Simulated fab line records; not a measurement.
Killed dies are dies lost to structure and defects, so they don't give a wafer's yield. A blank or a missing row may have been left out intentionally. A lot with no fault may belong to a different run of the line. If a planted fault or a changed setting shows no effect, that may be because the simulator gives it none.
A lot that was struck, set against a sound lot | flow nand_harc | 18 out of 1302 route steps
Sound: wafers L539.1, L539.2, L539.3. Wafers L535.2, L535.4, L535.6 were the ones struck. At the end, the cause is stated.
Order at every step that has rows: each side's tool, ch and its chambers, its first start. Under that, the readings that differ: sound wafers | struck wafers | difference of the means | sigmas: that difference in standard deviations of wafers without a fault.
alike: words and numbers the same on both sides, and readings whose means are apart by under 2 such deviations; not compared: readings that were withheld, readings missing a value for some wafer, numbers with overlapping values and no deviation given by the record, and bounds like >300 which may hide the same value.
Wherever a step has rows on one side only, a row that says differs or no value, or a row with sigmas, the two part there. Numbers that don't overlap but have no deviation are shown without sigmas and don't part them. A reading that every wafer of one side lacks parts them only if that side has two wafers or more.

first, 1 step without rows for these wafers: NHARC_P_BONDPAD_HARDBAKE_10 (time 65 s).
NHARC_P_BONDPAD_DESCUM_11: chemistry O2, time 3 s.
  sound on rie_diel-03 ch 0,2,3, day 15 03:25; struck on rie_diel-03 ch 1,3, day 13 19:50
  alike: drypump_motor_current_A, oes_product_au, rf_vpp_V, showerhead_plenum_p_Torr, throttle_valve_pct
  not compared: rf_hours_counter_h
then, 1 step without rows for these wafers: NHARC_P_BONDPAD_ETCH_37 (etches the open film in N2/H2, target depth 60 nm, overetch 18 nm, time 65.91 s).
NHARC_P_BONDPAD_ETCH_12: etches the open film in CHF3/O2, target depth 200 nm, time 100 s.
  sound on rie_diel-03 ch 1,2,3; struck on rie_diel-03 ch 1,2,3
  reading               | sound             | struck            | difference | sigmas
  oes_product_au (a.u.) | 0.923 0.902 0.927 | 0.969 0.971 0.996 | +0.061     | +3
  alike: drypump_motor_current_A, rf_vpp_V, showerhead_plenum_p_Torr, throttle_valve_pct
  not compared: rf_hours_counter_h
NHARC_P_BONDPAD_CD_MEAS_13:
  sound on cd_sem-02 at day 15 03:43; struck on cd_sem-01 at day 13 20:09
  alike: cd_nm
then, 4 steps without rows for these wafers: NHARC_P_BONDPAD_STRIP_15 (strips in O2); NHARC_P_BONDPAD_ETCH_24 (etches the open film in CF4/N2, target depth 30 nm, time 72.99 s); NHARC_P_BONDPAD_STRIP_16 (strips in post etch residue remover, time 600 s); NHARC_P_BONDPAD_DEGAS_25 (time 60 s).
NHARC_P_BONDPAD_PRE_CLEAN_26: time 30 s.
  sound on pvd_sputter-01; struck on pvd_sputter-01
  alike: heater_power_w
then, 1 step without rows for these wafers: NHARC_P_BONDPAD_PVD_17 (deposits TaN, target thk 5 nm, time 8.06 s).
NHARC_P_BONDPAD_PVD_27: deposits Cu, target thk 30 nm, time 20.49 s.
  sound on pvd_sputter-01; struck on pvd_sputter-01
  alike: cathode_dc_power_W, throttle_valve_pct
NHARC_P_BONDPAD_ECD_18: material Cu, target thk 400 nm.
  sound on ecd_cu-02 ch 0,1, day 15 04:43; struck on ecd_cu-02 ch 0,1, day 13 21:10
  no value came back on the struck wafers for bath_heat_duty_pct (%), bath_temp_c (C); on the sound wafers bath_heat_duty_pct (%) reads 6.6 5.6 8.1
then, 1 step without rows for these wafers: NHARC_P_BONDPAD_ANNEAL_28 (time 90 s).
NHARC_P_BONDPAD_CMP_19: polishes, t overpolish 30 s, cu recess touch 16 s, target thk 160.81 nm.
  sound on cmp-01 ch 0,1,2, day 15 05:26; struck on cmp-02 ch 0,1, day 13 21:50
  alike: motor_current_A, overpolish_run_s
NHARC_P_BONDPAD_THK_MEAS_20: measures by xrf.
  sound on film_metro-02 at day 15 05:46; struck on film_metro-02 at day 13 22:10
  reading     | sound             | struck         | difference | sigmas
  thk_nm (nm) | 160.2 160.4 160.5 | 28.8 28.9 31.2 | -130.7     | -99 or more
then, 1 step without rows for these wafers: NHARC_P_BONDPAD_SRD_21 (time 30 s, dry time 20 s).
-- the record jumps here: 18 days lie between the struck wafers' starts before and after (it left off in module P_BONDPAD and takes up again in module END, whose first step shown is number 1302 of the route) --
NHARC_END_SORT_01:
  at this point the record logs the struck wafers (prober-02 ch 0, day 31 13:47) and has no rows for the sound ones

== WHERE THEY PART ==
Earliest at NHARC_P_BONDPAD_ETCH_12; latest, in this record, at NHARC_END_SORT_01.

WHY: what the simulator had put in
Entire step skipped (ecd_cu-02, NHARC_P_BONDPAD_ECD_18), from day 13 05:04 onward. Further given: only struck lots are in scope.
